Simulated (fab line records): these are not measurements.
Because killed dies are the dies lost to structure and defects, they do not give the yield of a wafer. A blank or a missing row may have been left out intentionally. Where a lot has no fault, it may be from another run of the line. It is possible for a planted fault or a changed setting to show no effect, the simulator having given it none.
Matching of chambers    flow nand_harc    4 sister chambers for NHARC_P_M0_CMP_23 on cmp-01
The step polishes, t overpolish 20 s, target thk 117.54 nm. 27 wafers are shown with their chamber, then 12 later ones without.

== EACH WAFER AND ITS CHAMBER ==
wafer   chamber  motor_current_A (A)  time_to_endpoint_s (s)
L074.1  0        10.8                 30.4
L074.3  3        11.2                 26.0
L074.4  1        14.7                 30.8
L075.3  1        14.9                 29.7
L075.4  2        11.7                 27.7
L075.6  3        11.4                 27.8
L079.2  0        11.3                 26.8
L079.3  2        11.8                 30.4
L079.5  2        11.9                 27.8
L081.1  0        11.5                 30.7
L081.3  1        15.1                 26.1
L081.5  3        11.5                 24.2
L086.1  3        11.1                 25.7
L086.4  2        12.1                 26.6
L086.5  0        11.2                 29.6
L089.2  1        14.5                 23.9
L089.5  3        10.8                 23.2
L089.6  0        10.9                 27.1
L088.1  3        11.3                 26.8
L088.3  2        12.7                 25.6
L088.5  0        11.0                 27.4
L087.1  3        10.9                 22.6
L087.2  2        12.5                 27.5
L087.3  1        14.9                 25.5
L087.4  0        11.5                 24.6
L087.5  3        11.8                 21.0
L087.6  2        12.0                 26.8

SIGNATURES (means of the wafers above)
reading             chamber 0  chamber 1  chamber 2  chamber 3  scatter within a chamber
motor_current_A     11.171     14.820     12.100     11.250     0.312
time_to_endpoint_s  28.086     27.200     27.486     24.663     2.23
Rule: distance of a wafer from a chamber = root of the sum over the readings of ((wafer's reading minus chamber's mean) / reading's scatter) squared. If the next closest chamber is less than 2 further off than the closest, the wafer can't be placed; otherwise it belongs to the closest. The scatter is the square root of a quotient: the sum, over the shown wafers, of each reading's squared deviation from its chamber's mean, divided by wafers minus chambers.

== WAFERS MISSING THEIR CHAMBER ==
wafer   motor_current_A (A)  time_to_endpoint_s (s)
L090.1  12.7                 30.9
L090.4  14.7                 28.2
L090.5  15.2                 29.9
L092.3  11.0                 27.0
L092.5  10.8                 26.2
L092.6  14.8                 26.1
L096.2  11.1                 22.2
L096.4  11.4                 26.8
L096.5  11.1                 25.8
L097.1  15.5                 27.8
L097.5  11.2                 28.3
L097.6  15.3                 25.6

== THE CHAMBER EACH PASSED THROUGH ==
wafer   from the rows above           in truth
L090.1  2                             2
L090.4  1                             1
L090.5  1                             1
L092.3  can't be placed: 0 or 3       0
L092.5  can't be placed: 0 or 3       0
L092.6  1                             1
L096.2  can't be placed: 3 or 0       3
L096.4  can't be placed: 0 or 3 or 2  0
L096.5  can't be placed: 3 or 0       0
L097.1  1                             1
L097.5  can't be placed: 0 or 3       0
L097.6  1                             1
Placed correctly: 6 of 12. From these rows, 6 cannot be placed; in 6 the true chamber is one of the candidates. Wrongly placed: 0.
